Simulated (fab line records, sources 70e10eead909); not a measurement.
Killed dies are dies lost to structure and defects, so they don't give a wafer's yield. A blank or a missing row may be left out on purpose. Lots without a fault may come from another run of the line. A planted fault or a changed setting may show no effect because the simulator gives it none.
Which tool did it? | flow nand_harc | 13 lots, 39 wafers sampled, at 3 steps of a route of 1302

WHAT THE GAUGES READ, wafer by wafer
NHARC_P_STI_CD_MEAS_09: target cd 200 nm. Usual: cd_nm 199.1 nm, standard deviation 2.8.
lot  | measured     | on        | cd_nm (nm)        | flag
L507 | day 2 21:58  | cd_sem-02 | 195.7 196.9 191.5 |
L509 | day 3 17:01  | cd_sem-03 | 199.5 196.5 197.4 |
L510 | day 4 00:23  | cd_sem-02 | 201.6 202.0 200.5 |
L514 | day 5 18:04  | cd_sem-03 | 202.4 200.4 197.5 |
L520 | day 8 08:13  | cd_sem-03 | 195.6 199.3 199.0 |
L521 | day 8 15:25  | cd_sem-02 | 202.4 201.4 195.5 |
L522 | day 9 01:07  | cd_sem-02 | 203.0 196.4 201.1 |
L523 | day 9 11:31  | cd_sem-02 | 199.7 201.2 203.8 |
L524 | day 9 21:26  | cd_sem-03 | 204.2 202.4 195.5 |
L525 | day 10 07:28 | cd_sem-03 | 201.0 202.2 196.6 |
L526 | day 10 22:10 | cd_sem-02 | 195.6 198.5 195.8 |
L527 | day 11 04:52 | cd_sem-02 | 202.3 198.4 204.0 |
L530 | day 12 10:37 | cd_sem-02 | 205.0 200.6 203.8 |

NHARC_P_GATE_CD_MEAS_46: target cd 720 nm. Usual: cd_nm 720.0 nm, standard deviation 2.2.
lot  | measured     | on        | cd_nm (nm)                          | flag
L507 | day 5 22:12  | cd_sem-02 | 722.4 720.8 722.0                   |
L509 | day 6 05:43  | cd_sem-02 | 719.9 720.2 718.4                   |
L510 | day 7 00:40  | cd_sem-01 | 710.5 710.4 711.4 710.5 710.4 711.1 | OFF
L514 | day 8 11:43  | cd_sem-03 | 720.5 724.2 723.2                   |
L520 | day 10 21:32 | cd_sem-01 | 721.3 720.3 721.1                   |
L521 | day 11 16:24 | cd_sem-03 | 725.0 721.0 724.7                   |
L522 | day 11 17:52 | cd_sem-02 | 717.1 716.8 719.0                   |
L523 | day 12 07:38 | cd_sem-01 | 725.1 722.5 721.9                   |
L524 | day 12 21:31 | cd_sem-03 | 723.1 719.9 721.3                   |
L525 | day 13 03:22 | cd_sem-02 | 717.2 719.1 718.0                   |
L526 | day 13 17:54 | cd_sem-02 | 720.7 717.8 719.3                   |
L527 | day 13 23:39 | cd_sem-03 | 719.6 715.0 718.7                   |
L530 | day 15 06:26 | cd_sem-01 | 718.8 721.8 723.9                   |

WHICH TOOL RAN EACH LOT (tool, then ch and the chambers of the sampled wafers, then the start)
lot  | NHARC_P_GATE_EXPOSE_43
L507 | krf_scanner-03 ch 0, day 5 22:02
L509 | krf_scanner-02 ch 0, day 6 05:34
L510 | krf_scanner-03 ch 0, day 7 00:31
L514 | krf_scanner-03 ch 0, day 8 11:34
L520 | krf_scanner-04 ch 0, day 10 21:23
L521 | krf_scanner-03 ch 0, day 11 16:14
L522 | krf_scanner-03 ch 0, day 11 17:43
L523 | krf_scanner-04 ch 0, day 12 07:29
L524 | krf_scanner-02 ch 0, day 12 21:22
L525 | krf_scanner-03 ch 0, day 13 03:13
L526 | krf_scanner-02 ch 0, day 13 17:45
L527 | krf_scanner-03 ch 0, day 13 23:30
L530 | krf_scanner-03 ch 0, day 15 06:17
- NHARC_P_GATE_EXPOSE_43: exposes mask P NSD, target cd 720 nm.

WHAT THE TOOLS THEMSELVES READ (means of the sampled wafers that have a number; where no wafer has one, the mark that the record gives instead)
The record holds no such reading with a usual standard deviation.

THE ANSWER, worked out from the rows above alone
Rule: a lot is off if the mean of its wafers that have a number lies more than 3 standard deviations from the usual mean. A lot without any number at a reading at which 4 lots or more have one is off too. The other lots that the step has rows for count as sound. The gauges are gone through in route order, then the tools' own readings, and for those a lot's mean is taken as printed above. The first step at which some lot is off is used, and at that step the reading that is off furthest; a lot without a number counts as furthest.
Off: L510, at NHARC_P_GATE_CD_MEAS_46 (cd_nm).
A tool fits if, at a process step before that reading, it ran every lot that is off, and no sound lot after the first of them. The gauges at NHARC_P_GATE_CD_MEAS_46 are tried like those tools. None of those tried fits.

WHAT THE SIMULATOR HAD PUT IN
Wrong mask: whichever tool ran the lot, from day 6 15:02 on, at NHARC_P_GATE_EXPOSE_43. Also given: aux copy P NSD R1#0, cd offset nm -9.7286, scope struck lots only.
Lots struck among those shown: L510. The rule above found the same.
